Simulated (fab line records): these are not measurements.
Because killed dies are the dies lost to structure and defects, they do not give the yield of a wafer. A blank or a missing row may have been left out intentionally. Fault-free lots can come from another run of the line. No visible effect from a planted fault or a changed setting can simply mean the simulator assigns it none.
Split-lot study + flow n5-finfet + 21 wafers read across 7 lots, on a route 1938 steps long

SPLIT DETAILS
At N5_FIN_CUT_ETCH_21 (etches SOC in N2/H2, target depth 219 nm, overetch 43.8 nm, time 523.5 s), the setting bias-w was moved away from the recipe's 61 W on 7 of the 21 wafers read, by -15.8% to -6.4%. For the rest of the wafers, this setting stayed at what the recipe calls for.

The split's own step is where the reading is taken.

THE READING
rf-vpp-V, in V, at N5_FIN_CUT_ETCH_21 (etches SOC in N2/H2, target depth 219 nm, overetch 43.8 nm, time 523.5 s). Typical for fault-free wafers on this fab line: 241.0 V, with standard deviation 1.4 V.

| wafer  | tool, chamber at the split | bias-w as run, W | against the recipe | rf-vpp-V, V | against lot-mates on the recipe |
|--------|----------------------------|------------------|--------------------|-------------|---------------------------------|
| L077.3 | rie-diel-01, 0             | 61               | recipe             | 244.2       | -                               |
| L077.4 | rie-diel-01, 3             | 61               | recipe             | 241.4       | -                               |
| L077.5 | rie-diel-01, 1             | 61               | recipe             | 240.9       | -                               |
| L079.1 | rie-diel-01, 1             | 61               | recipe             | 239.0       | -                               |
| L079.3 | rie-diel-01, 3             | 61               | recipe             | 241.9       | -                               |
| L079.5 | rie-diel-01, 2             | 51.4             | -15.7%             | 214.1       | -26.3                           |
| L080.2 | rie-diel-03, 3             | 57.11            | -6.4%              | 231.2       | -9.6                            |
| L080.5 | rie-diel-03, 0             | 57.11            | -6.4%              | 230.3       | -10.5                           |
| L080.6 | rie-diel-03, 3             | 61               | recipe             | 240.8       | -                               |
| L085.1 | rie-diel-02, 2             | 51.54            | -15.5%             | 215.8       | -23.7                           |
| L085.5 | rie-diel-02, 1             | 51.54            | -15.5%             | 215.8       | -23.7                           |
| L085.6 | rie-diel-02, 2             | 61               | recipe             | 239.5       | -                               |
| L088.2 | rie-diel-01, 1             | 61               | recipe             | 241.4       | -                               |
| L088.3 | rie-diel-01, 0             | 61               | recipe             | 244.0       | -                               |
| L088.6 | rie-diel-01, 3             | 61               | recipe             | 239.5       | -                               |
| L092.1 | rie-diel-02, 1             | 51.35            | -15.8%             | 216.3       | -26.2                           |
| L092.2 | rie-diel-02, 3             | 51.35            | -15.8%             | 215.5       | -27.0                           |
| L092.3 | rie-diel-02, 0             | 61               | recipe             | 242.5       | -                               |
| L095.1 | rie-diel-02, 3             | 61               | recipe             | 240.8       | -                               |
| L095.3 | rie-diel-02, 2             | 61               | recipe             | 240.0       | -                               |
| L095.6 | rie-diel-02, 2             | 61               | recipe             | 240.5       | -                               |

THE FIT
A straight line over all 21 wafers: rf-vpp-V changes by +1.64 V for each +1% of bias-w; r = +0.99; the points scatter about the line by 1.4 V.
The same after taking each lot's own level away (the mean of its wafers on the recipe; 21 wafers): +1.62 V for each +1%; r = +0.99; scatter 1.2 V.
According to that fit, moving bias-w by its largest amount changes the reading by 26 V.
Measured against the standard deviation above, the lots' own levels, which go from 239.50 to 242.50 V, span 2.1 times it.
The two slopes are in agreement: the lot-to-lot level therefore moves the slope only a little.
Check: -25.4 V against its lot-mates is what the line predicts for one of the wafers moved furthest among these (-15.8%) when that wafer is left out of the fit. It came out at -26.2 V against them.
Tool readings at the split's step, against how far the setting was moved: rf-vpp-V r = +0.99.

THE OTHER SPLITS THESE WAFERS WENT THROUGH
Note: prior to the reading, these wafers also went through further splits. Each is held against what the fit with the lots' levels taken away leaves over:
| other split on the same wafers        | wafers away from the commonest value | r with rf-vpp-V (lot level and that fit taken away) |
|---------------------------------------|--------------------------------------|-----------------------------------------------------|
| N5_WELL_APT_PEB_06 peb-time-s         | 4                                    | +0.43                                               |
| N5_WELL_APT_DEVELOP_07 develop-time-s | 11                                   | -0.08                                               |
| N5_FIN_SAQP_PECVD_06 time-s           | 7                                    | -0.10                                               |
| N5_FIN_SAQP_EXPOSE_13 dose-mj         | 6                                    | +0.14                                               |

THE WHOLE CHAIN: every reading that the file lists as answering this split, in the file's order
| step               | what it does                                                             | reading                                                                          | change (the file's fit)                | r (the file's) |
|--------------------|--------------------------------------------------------------------------|----------------------------------------------------------------------------------|----------------------------------------|----------------|
| N5_FIN_CUT_ETCH_21 | etches SOC in N2/H2, target depth 219 nm, overetch 43.8 nm, time 523.5 s | rf-vpp-V                                                                         | +1.62 V for each +1% of the setting    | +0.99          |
| N5_FIN_CUT_ETCH_21 | etches SOC in N2/H2, target depth 219 nm, overetch 43.8 nm, time 523.5 s | SiARC_of_FIN_CUT_COAT_19.thk-nm (the simulator's own value, which no gauge read) | -0.0484 nm for each +1% of the setting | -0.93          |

THE FILE'S OWN FIT
rf-vpp-V changes by +1.62 V for each +1% of bias-w, r = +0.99.
